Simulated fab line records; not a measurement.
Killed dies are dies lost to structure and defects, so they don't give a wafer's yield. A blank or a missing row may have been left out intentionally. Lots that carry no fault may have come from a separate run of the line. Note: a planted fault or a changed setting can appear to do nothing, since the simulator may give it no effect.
What tool caused it?	flow n5 finfet	20 lots with 60 wafers sampled at 6 steps, on a route of 1938 steps

## WHAT THE GAUGES SHOWED, per wafer
The record lacks any reading of a measuring or inspecting step that a usual standard deviation could be used to judge.

## TOOL THAT RAN EACH LOT (tool first, then ch and the chambers of the sampled wafers, then the start)
lot	N5_BEOL_M4_DESCUM_33	N5_BEOL_M4_ANNEAL_95	N5_BEOL_M5_STRIP_19	N5_BEOL_M5_STRIP_36	N5_BEOL_M5_CURE_80	N5_BEOL_M6_STRIP_67
L074	rie diel-01 ch 0,2, day 8 01:17	pvd sputter-01, day 9 00:58	rie diel-02 ch 0,2, day 9 07:14	rie diel-02 ch 0,2,3, day 9 10:09	uv cure-02 ch 0, day 9 10:48	rie diel-01 ch 0,1,2, day 9 19:08
L077	rie diel-01 ch 0,2,3, day 9 08:29	pvd sputter-03, day 10 10:04	rie diel-06 ch 0,1,2, day 10 17:22	rie diel-02 ch 1,2,3, day 10 19:35	uv cure-02 ch 0, day 10 19:59	rie diel-05 ch 0,1, day 11 06:03
L078	rie diel-01 ch 1,2,3, day 9 11:34	pvd sputter-03, day 10 04:50	rie diel-03 ch 1,3, day 10 08:43	rie diel-02 ch 0,2,3, day 10 10:41	uv cure-01 ch 1, day 10 11:10	rie diel-04 ch 0,3, day 10 21:28
L079	rie diel-04 ch 1,3, day 9 13:04	pvd sputter-03, day 10 19:22	rie diel-06 ch 1,2,3, day 11 01:25	rie diel-03 ch 0,2, day 11 05:41	uv cure-03 ch 1, day 11 06:11	rie diel-04 ch 1,2, day 11 15:19
L082	rie diel-01 ch 1,2,3, day 10 13:36	pvd sputter-01, day 11 09:15	rie diel-02 ch 2,3, day 11 15:08	rie diel-02 ch 2,3, day 11 15:59	uv cure-03 ch 1, day 11 16:26	rie diel-04 ch 0,2,3, day 12 03:11
L083	rie diel-05 ch 0,2,3, day 10 17:58	pvd sputter-03, day 11 10:50	rie diel-03 ch 1,2, day 11 15:59	rie diel-02 ch 2,3, day 11 17:31	uv cure-03 ch 1, day 11 18:09	rie diel-04 ch 1,3, day 12 04:43
L081	rie diel-05 ch 1,2,3, day 10 18:39	pvd sputter-02, day 11 15:23	rie diel-02 ch 0,2,3, day 11 21:35	rie diel-02 ch 0,2,3, day 11 22:32	uv cure-01 ch 0, day 11 22:59	rie diel-05 ch 0,1,3, day 12 11:32
L080	rie diel-05 ch 0,1, day 11 11:18	pvd sputter-01, day 11 20:22	rie diel-06 ch 0,1,3, day 12 02:51	rie diel-06 ch 1,2, day 12 03:38	uv cure-03 ch 0, day 12 04:01	rie diel-04 ch 2,3, day 12 13:16
L084	rie diel-04 ch 2,3, day 11 13:08	pvd sputter-01, day 12 05:01	rie diel-02 ch 1,2, day 12 10:53	rie diel-03 ch 0,3, day 12 12:01	uv cure-01 ch 0, day 12 12:24	rie diel-01 ch 0,2, day 12 20:59
L088	rie diel-05 ch 0,2, day 11 22:47	pvd sputter-01, day 12 12:14	rie diel-03 ch 0,1, day 12 19:55	rie diel-03 ch 0,1, day 13 01:18	uv cure-02 ch 2, day 13 01:43	rie diel-05 ch 0,2,3, day 13 12:18
L087	rie diel-04 ch 1,2,3, day 12 06:25	pvd sputter-01, day 12 22:59	rie diel-03 ch 0,3, day 13 04:34	rie diel-02 ch 0,1,3, day 13 07:40	uv cure-03 ch 1, day 13 08:02	rie diel-04 ch 1,2,3, day 13 19:04
L086	rie diel-05 ch 0,1,3, day 12 20:18	pvd sputter-01, day 13 10:35	rie diel-03 ch 0,2,3, day 13 15:34	rie diel-02 ch 0,1,2, day 13 18:23	uv cure-01 ch 1, day 13 18:50	rie diel-01 ch 0,3, day 14 05:47
L089	rie diel-05 ch 2,3, day 13 01:04	pvd sputter-03, day 13 11:04	rie diel-02 ch 1,3, day 13 15:44	rie diel-06 ch 1,2,3, day 13 18:05	uv cure-03 ch 1, day 13 18:29	rie diel-05 ch 0,3, day 14 03:22
L091	rie diel-04 ch 1,2, day 13 06:13	pvd sputter-02, day 13 10:41	rie diel-02 ch 0,2, day 13 15:38	rie diel-03 ch 2,3, day 13 18:28	uv cure-02 ch 0, day 13 18:52	rie diel-01 ch 0,3, day 14 06:02
L090	rie diel-04 ch 2,3, day 13 10:25	pvd sputter-03, day 14 06:33	rie diel-03 ch 1,2, day 14 11:50	rie diel-03 ch 0,3, day 14 15:31	uv cure-01 ch 2, day 14 15:55	rie diel-05 ch 0,3, day 15 02:36
L093	rie diel-04 ch 1,2, day 13 20:56	pvd sputter-02, day 14 03:58	rie diel-06 ch 1,2, day 14 10:20	rie diel-06 ch 0,1,2, day 14 12:20	uv cure-02 ch 2, day 14 12:59	rie diel-05 ch 0,2,3, day 14 21:50
L092	rie diel-01 ch 0,3, day 14 02:08	pvd sputter-01, day 14 10:10	rie diel-02 ch 2,3, day 14 15:10	rie diel-06 ch 0,1,3, day 14 18:52	uv cure-03 ch 2, day 14 19:16	rie diel-01 ch 1,3, day 15 03:44
L094	rie diel-01 ch 0,1,3, day 14 12:23	pvd sputter-02, day 14 18:04	rie diel-03 ch 2,3, day 14 23:35	rie diel-06 ch 0,1,3, day 15 01:32	uv cure-02 ch 1, day 15 02:04	rie diel-04 ch 1,2,3, day 15 13:03
L096	rie diel-05 ch 0,1,3, day 14 12:53	pvd sputter-03, day 15 01:56	rie diel-03 ch 1,2,3, day 15 06:57	rie diel-02 ch 0,1,2, day 15 08:45	uv cure-03 ch 2, day 15 09:19	rie diel-04 ch 1,2,3, day 15 20:32
L097	rie diel-05 ch 0,1,2, day 14 18:34	pvd sputter-02, day 15 12:00	rie diel-06 ch 1,3, day 15 16:41	rie diel-06 ch 0,1, day 15 18:31	uv cure-01 ch 0, day 15 19:01	rie diel-04 ch 1,2, day 16 06:03
- N5_BEOL_M4_DESCUM_33: chemistry O2, time 7 s.
- N5_BEOL_M4_ANNEAL_95: time 240 s.
- N5_BEOL_M5_STRIP_19: strips in O2.
- N5_BEOL_M5_STRIP_36: strips in N2/H2.
- N5_BEOL_M5_CURE_80: cures SiCOH lowk, time 120 s.
- N5_BEOL_M6_STRIP_67: strips in CF4.

## WHAT THE TOOLS THEMSELVES READ (means of the sampled wafers that have a number; where no wafer has one, the mark that the record gives instead)
N5_BEOL_M4_DESCUM_33. Usual: bias power w 20.00 W, standard deviation 0.065; drypump motor current A 5.6 A, standard deviation 0.42; o2 flow sccm 225.0 sccm, standard deviation 0.69; oes product au 0.77 a.u., standard deviation 0.084; rf fwd power W 49.29 W, standard deviation 0.22; rf vpp V 243.0 V, standard deviation 1.5; showerhead plenum p Torr 2.08 Torr, standard deviation 0.081; throttle valve pct 20.45 %, standard deviation 0.27.
lot	tool	bias power w (W)	drypump motor current A (A)	o2 flow sccm (sccm)	oes product au (a.u.)	rf fwd power W (W)	rf vpp V (V)	showerhead plenum p Torr (Torr)	throttle valve pct (%)	flag
L074	rie diel-01	19.96	5.5	225.5	0.71	49.52	243.4	2.10	20.63	
L077	rie diel-01	19.97	5.5	224.2	0.72	49.38	242.6	2.09	20.67	
L078	rie diel-01	20.01	5.4	225.3	0.75	49.46	243.1	2.09	20.45	
L079	rie diel-04	20.02	5.7	225.3	0.74	49.38	240.9	2.02	20.63	
L082	rie diel-01	20.01	5.3	225.3	0.75	49.49	243.3	2.09	20.48	
L083	rie diel-05	19.95	5.3	224.8	0.70	49.33	242.1	2.02	20.32	
L081	rie diel-05	20.02	5.6	224.9	0.71	49.10	243.2	2.07	20.58	
L080	rie diel-05	20.02	5.9	224.8	0.75	48.99	242.6	2.05	20.62	
L084	rie diel-04	19.99	5.6	224.9	0.84	49.09	243.0	2.08	20.49	
L088	rie diel-05	20.01	5.2	225.5	0.69	49.35	243.1	2.06	20.32	
L087	rie diel-04	20.00	5.7	224.7	0.77	49.31	243.2	2.04	20.58	
L086	rie diel-05	20.00	5.6	224.5	0.81	49.26	242.9	2.10	20.35	
L089	rie diel-05	20.01	5.3	224.6	0.99	49.15	243.7	2.16	20.05	
L091	rie diel-04	19.97	5.8	224.0	0.79	49.15	242.1	2.06	20.53	
L090	rie diel-04	20.01	5.6	225.3	0.80	49.36	243.5	2.07	20.53	
L093	rie diel-04	20.01	5.8	224.8	0.79	49.34	243.0	2.06	20.54	
L092	rie diel-01	19.91	5.4	224.7	0.79	49.30	242.1	2.06	20.61	
L094	rie diel-01	19.97	5.7	224.8	0.79	49.38	243.5	2.12	20.43	
L096	rie diel-05	20.04	5.6	224.5	0.80	49.14	242.6	2.09	20.37	
L097	rie diel-05	20.00	5.6	224.7	0.78	49.18	242.7	2.05	20.40	

N5_BEOL_M4_ANNEAL_95. Usual: heater power w at 821 W, with a standard deviation of 56.
lot	tool	heater power w (W)	flag
L074	pvd sputter-01	897	
L077	pvd sputter-03	824	
L078	pvd sputter-03	830	
L079	pvd sputter-03	837	
L082	pvd sputter-01	836	
L083	pvd sputter-03	823	
L081	pvd sputter-02	749	
L080	pvd sputter-01	848	
L084	pvd sputter-01	780	
L088	pvd sputter-01	893	
L087	pvd sputter-01	841	
L086	pvd sputter-01	888	
L089	pvd sputter-03	820	
L091	pvd sputter-02	758	
L090	pvd sputter-03	842	
L093	pvd sputter-02	781	
L092	pvd sputter-01	788	
L094	pvd sputter-02	797	
L096	pvd sputter-03	816	
L097	pvd sputter-02	785	

N5_BEOL_M5_STRIP_19. Usual: drypump motor current A 5.6 A, standard deviation 0.37; o2 flow sccm 224.9 sccm, standard deviation 0.76; oes product au 0.78 a.u., standard deviation 0.072; rf vpp V 3.6 V, standard deviation 0.46; showerhead plenum p Torr 2.09 Torr, standard deviation 0.073; throttle valve pct 16.71 %, standard deviation 0.18.
lot	tool	drypump motor current A (A)	o2 flow sccm (sccm)	oes product au (a.u.)	rf vpp V (V)	showerhead plenum p Torr (Torr)	throttle valve pct (%)	flag
L074	rie diel-02	5.5	224.9	0.78	3.6	2.05	16.61	
L077	rie diel-06	5.6	225.0	0.85	4.2	2.05	16.65	
L078	rie diel-03	5.9	224.5	0.75	3.5	2.14	16.92	
L079	rie diel-06	5.7	224.3	0.78	3.9	2.04	16.74	
L082	rie diel-02	5.6	225.2	0.72	3.2	2.00	16.76	
L083	rie diel-03	6.1	224.7	0.72	3.4	2.14	16.92	
L081	rie diel-02	5.6	224.5	0.75	3.8	2.02	16.70	
L080	rie diel-06	5.6	225.2	0.80	3.3	2.08	16.64	
L084	rie diel-02	5.5	225.2	0.79	3.8	2.16	16.55	
L088	rie diel-03	6.2	225.5	0.81	4.2	2.13	16.71	
L087	rie diel-03	5.6	225.1	0.79	3.6	2.14	16.74	
L086	rie diel-03	5.4	224.6	0.84	3.6	2.16	16.71	
L089	rie diel-02	5.5	224.9	0.74	3.5	2.03	16.67	
L091	rie diel-02	5.5	225.1	0.73	3.7	2.07	16.74	
L090	rie diel-03	5.8	224.7	0.86	4.2	2.16	16.65	
L093	rie diel-06	5.7	224.7	0.78	3.4	2.00	16.79	
L092	rie diel-02	5.6	224.8	0.70	4.1	1.99	16.81	
L094	rie diel-03	5.1	224.4	0.78	3.8	2.17	16.85	
L096	rie diel-03	5.6	224.6	0.78	3.5	2.15	16.82	
L097	rie diel-06	5.5	224.2	0.76	3.5	2.08	16.75	

N5_BEOL_M5_STRIP_36. Usual: bias power w 6.998 W, standard deviation 0.021; drypump motor current A 5.6 A, standard deviation 0.32; oes product au 0.77 a.u., standard deviation 0.067; rf vpp V 59.0 V, standard deviation 1.6; showerhead plenum p Torr 2.52 Torr, standard deviation 0.088; throttle valve pct 23.62 %, standard deviation 0.3.
lot	tool	bias power w (W)	drypump motor current A (A)	oes product au (a.u.)	rf vpp V (V)	showerhead plenum p Torr (Torr)	throttle valve pct (%)	flag
L074	rie diel-02	7.009	5.5	0.75	58.4	2.46	23.58	
L077	rie diel-02	6.995	5.5	0.76	59.7	2.52	23.48	
L078	rie diel-02	6.998	5.6	0.76	58.9	2.46	23.63	
L079	rie diel-03	7.013	5.8	0.79	59.0	2.61	24.02	
L082	rie diel-02	7.021	5.6	0.72	58.3	2.47	23.54	
L083	rie diel-02	6.986	5.7	0.72	58.7	2.43	23.56	
L081	rie diel-02	6.999	5.5	0.75	57.5	2.46	23.63	
L080	rie diel-06	7.010	5.6	0.81	57.9	2.48	23.46	
L084	rie diel-03	7.015	5.6	0.80	57.7	2.62	24.19	
L088	rie diel-03	6.993	6.3	0.78	60.0	2.55	23.66	
L087	rie diel-02	6.986	5.5	0.77	59.3	2.50	23.57	
L086	rie diel-02	6.973	5.5	0.77	60.1	2.54	23.58	
L089	rie diel-06	6.979	5.7	0.76	58.8	2.46	23.60	
L091	rie diel-03	7.001	5.1	0.79	61.1	2.61	23.90	
L090	rie diel-03	6.983	5.3	0.75	59.9	2.62	24.21	
L093	rie diel-06	6.991	5.6	0.82	59.8	2.45	23.54	
L092	rie diel-06	6.996	5.6	0.78	60.6	2.50	23.44	
L094	rie diel-06	6.998	5.6	0.77	58.8	2.50	23.43	
L096	rie diel-02	6.982	5.5	0.76	58.4	2.53	23.61	
L097	rie diel-06	6.976	5.5	0.82	59.4	2.49	23.38	

N5_BEOL_M5_CURE_80. Usual: lamp power pct 52.31 %, standard deviation 0.061; wafer_temp_C_max 371.7, standard deviation 0.64.
lot	tool	lamp power pct (%)	wafer_temp_C_max	flag
L074	uv cure-02	52.27	372.4	
L077	uv cure-02	52.31	371.4	
L078	uv cure-01	52.33	372.0	
L079	uv cure-03	52.31	371.2	
L082	uv cure-03	52.27	371.5	
L083	uv cure-03	52.26	371.3	
L081	uv cure-01	52.29	372.4	
L080	uv cure-03	52.29	371.2	
L084	uv cure-01	52.34	372.2	
L088	uv cure-02	52.24	371.1	
L087	uv cure-03	52.36	371.9	
L086	uv cure-01	52.33	372.8	
L089	uv cure-03	52.31	371.8	
L091	uv cure-02	52.30	372.3	
L090	uv cure-01	52.27	371.2	
L093	uv cure-02	52.37	371.3	
L092	uv cure-03	52.26	370.9	
L094	uv cure-02	52.34	371.3	
L096	uv cure-03	52.35	370.6	
L097	uv cure-01	52.31	372.4	

N5_BEOL_M6_STRIP_67. Usual: bias power w 75.01 W, standard deviation 0.21; drypump motor current A 5.6 A, standard deviation 0.4; oes product au 0.78 a.u., standard deviation 0.085; rf vpp V 271.0 V, standard deviation 1.7; showerhead plenum p Torr 1.78 Torr, standard deviation 0.068; throttle valve pct 13.59 %, standard deviation 0.29.
lot	tool	bias power w (W)	drypump motor current A (A)	oes product au (a.u.)	rf vpp V (V)	showerhead plenum p Torr (Torr)	throttle valve pct (%)	flag
L074	rie diel-01	75.08	5.7	0.72	271.5	1.81	13.60	
L077	rie diel-05	74.89	5.5	0.74	269.0	1.72	13.57	
L078	rie diel-04	74.71	5.7	0.76	270.0	1.75	13.34	
L079	rie diel-04	75.07	5.8	0.81	270.5	1.80	13.82	
L082	rie diel-04	74.95	5.6	0.78	270.4	1.77	13.55	
L083	rie diel-04	74.83	5.9	0.73	270.2	1.72	13.87	
L081	rie diel-05	75.32	5.6	0.81	272.2	1.79	13.46	
L080	rie diel-04	74.94	5.5	0.78	268.8	1.75	13.71	
L084	rie diel-01	74.99	5.8	0.85	271.9	1.80	13.42	
L088	rie diel-05	74.97	5.3	0.86	271.7	1.81	13.26	
L087	rie diel-04	74.91	5.8	0.75	271.0	1.75	13.84	
L086	rie diel-01	75.20	5.4	0.79	270.5	1.76	13.65	
L089	rie diel-05	74.85	5.4	0.85	272.4	1.83	13.25	
L091	rie diel-01	75.15	5.9	0.85	271.7	1.79	13.49	
L090	rie diel-05	74.92	5.2	0.77	269.7	1.76	13.41	
L093	rie diel-05	75.22	5.2	0.84	272.4	1.80	13.30	
L092	rie diel-01	74.95	5.5	0.74	272.8	1.81	13.60	
L094	rie diel-04	75.03	5.7	0.74	269.1	1.75	13.87	
L096	rie diel-04	75.33	5.7	0.74	269.9	1.75	13.89	
L097	rie diel-04	75.08	5.9	0.72	270.5	1.75	14.02	

## THE ANSWER, worked out from the rows above alone
Rule: a lot counts as off when the mean over its wafers that have a number is more than 3 standard deviations away from the usual mean. A lot without any number at a reading at which 4 lots or more have one is off too. All remaining lots with rows at the step are treated as sound. After the gauges, taken in route order, come the tools' own readings; for these a lot's mean is taken, as printed above. The first step at which some lot is off is used, and at that step the reading that is off furthest; a lot without a number counts as furthest.
Across all readings shown, no lot is off: no conclusion can be drawn from this.

## WHAT HAD BEEN PUT IN BY THE SIMULATOR
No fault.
